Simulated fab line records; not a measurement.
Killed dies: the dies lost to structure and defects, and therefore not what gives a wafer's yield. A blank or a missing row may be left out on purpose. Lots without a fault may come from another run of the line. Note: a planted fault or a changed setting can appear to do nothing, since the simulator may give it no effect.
Comparing a struck lot with a sound one | flow n5 finfet | 16 steps out of a route of 1938
Sound: these wafers, L246.2, L246.3, L246.6. Struck: wafers L238.2, L238.3, L238.6. The cause is named last.
At each step with rows: each side's tool, then ch and its chambers, then its first start. Under that, the readings that differ: sound wafers | struck wafers | difference of the means | sigmas: that difference in standard deviations of wafers without a fault.
alike: readings whose means differ by less than 2 such deviations, and words and numbers that are the same on both sides. not compared: withheld readings, readings that some wafer has no value for, bounds like >300 that may hide the same value, and numbers for which the record gives no deviation and whose values overlap.
Wherever a step has rows on one side only, a row that says differs or no value, or a row with sigmas, the two part there. Non-overlapping numbers with no deviation appear without sigmas and do not part them. Lack of a reading on every wafer of one side parts them only where that side has two or more wafers.

first, 1 step without rows for these wafers: N5_ILD0_CURE_02 (time 1800 s).
N5_ILD0_CMP_03: polishes, stops on SiNx, t overpolish 1.9 s, target thk 197.38 nm.
  sound on cmp-02 ch 0,3, day 7 17:09; struck on cmp-03 ch 0,3, day 5 13:42
  alike: motor current A, overpolish run s, platen rpm, time to endpoint s
N5_ILD0_THK_MEAS_04:
  sound on film metro-02 at day 7 17:27; struck on film metro-01 at day 5 13:59
  alike: thk nm
N5_ILD0_CMP_07: polishes SiO2 flowable, stops on poly-Si, t overpolish 1.18 s, target thk 138.88 nm.
  sound on cmp-03 ch 0,2,3, day 7 17:28; struck on cmp-03 ch 1,2,3, day 5 14:14
  alike: motor current A, platen rpm
N5_ILD0_THK_MEAS_08:
  sound on film metro-02 at day 7 17:46; struck on film metro-01 at day 5 14:30
  alike: thk nm
then, 1 step without rows for these wafers: N5_ILD0_PRECLEAN_10 (cleans in NF3:NH3, afs cycles 5, time 20 s, sublimation time 60 s).
N5_ILD0_ALD_15: deposits SiNx, target thk 24 nm, pulse time 1 s, ald cycles 480.
  sound on ald sin-03 ch 1,2,3, day 7 18:29; struck on ald sin-02 ch 0,2, day 5 15:13
  alike: heater power w, precursor pulse height rel
N5_ILD0_CMP_12: polishes SiNx, stops on poly-Si, t overpolish 6 s, target thk 17.67 nm.
  sound on cmp-01 ch 0,1,3, day 7 20:43; struck on cmp-01 ch 0,2, day 5 17:46
  alike: motor current A, overpolish run s, platen rpm, time to endpoint s
N5_ILD0_THK_MEAS_13:
  sound on film metro-02 at day 7 20:59; struck on film metro-01 at day 5 18:01
  alike: thk nm
N5_ILD0_INSPECT_06: inspects for defects (darkfield).
  sound on defect inspect-01 at day 7 21:01; struck on defect inspect-02 at day 5 18:02
  alike: raw defect count
N5_SDB_HM_DEP_00: deposits SiNx from SiH4/NH3/N2, target thk 40 nm, time 35.3 s.
  sound on pecvd-03 ch 0,2, day 7 21:03; struck on pecvd-04 ch 0,2, day 5 18:05
  alike: heater power w, rf fwd power W, showerhead plenum p Torr, throttle valve pct
then, 1 step without rows for these wafers: N5_SDB_COAT_03 (time 60 s, resist thk 100 nm).
N5_SDB_COAT_04: time 60 s, resist thk 18 nm.
  sound on litho track-02 ch 0, day 7 21:08; struck on litho track-04 ch 0, day 5 18:10
  reading                  | sound             | struck            | difference | sigmas
  heater power total W (W) | 426.8 427.5 427.6 | 456.8 452.3 454.9 | +27.4      | +12
  run length s (s)         | 65.80 66.11 66.09 | 60.78 60.73 60.69 | -5.27      | -19
  alike: exhaust pa
then, 1 step without rows for these wafers: N5_SDB_COAT_05 (resist thk 90 nm).
-- the record jumps here: 4 days lie between the struck wafers' starts before and after (it left off in module SDB and takes up again in module BEOL_M4, whose first step shown is number 1111 of the route) --
N5_BEOL_M4_RC_MEAS_101:
  sound on prober-01 ch 0, day 12 01:40; struck on prober-01 ch 0, day 9 11:16
  reading        | sound          | struck         | difference | sigmas
  DIBL_N (mV/V)  | 35.0 33.0 35.0 | 39.7 37.5 38.0 | +4.1       | +2
  DIBL_P (mV/V)  | 33.8 32.7 34.3 | 40.2 36.5 38.5 | +4.8       | +3
  IOFF_N (nA/um) | 0.13 0.12 0.14 | 0.27 0.21 0.23 | +0.11      | +3
  IOFF_P (nA/um) | 0.16 0.15 0.17 | 0.32 0.23 0.28 | +0.12      | +3
  ION_N (uA/um)  | 653 658 654    | 696 685 685    | +34        | +3
  ION_P (uA/um)  | 445 450 444    | 474 465 469    | +23        | +3
  SS_P (mV/dec)  | 72.8 73.0 72.9 | 75.4 73.7 74.2 | +1.5       | +2
  VT_N (mV)      | 253 255 254    | 243 245 241    | -11        | -3
  VT_P (mV)      | -257 -255 -255 | -244 -251 -242 | +10        | +3
  alike: SS_N
-- the record jumps here: 4 days lie between the struck wafers' starts before and after (it left off in module BEOL_M4 and takes up again in module PASSIVATION, whose first step shown is number 1936 of the route) --
N5_PASSIVATION_PROBE_49:
  sound on prober-01 at day 16 13:44; struck on prober-01 at day 13 22:21
  alike: defect limited yield, killed_at_M0_to_M3, killed_at_M4_up, killed at contacts, killed at front end, killed at other, killed dies, killed open, killed short, sort_bin_5_function, sort_bin_6_memory, sort n pass, sort yield pct

== WHERE THEY PART ==
Earliest at N5_SDB_COAT_04; latest, in this record, at N5_BEOL_M4_RC_MEAS_101. Later steps at which nothing parts them and some readings are alike: N5_PASSIVATION_PROBE_49.

WHY: whatever the simulator had introduced
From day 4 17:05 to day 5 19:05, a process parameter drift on litho track-04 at N5_SDB_COAT_04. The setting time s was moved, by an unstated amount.
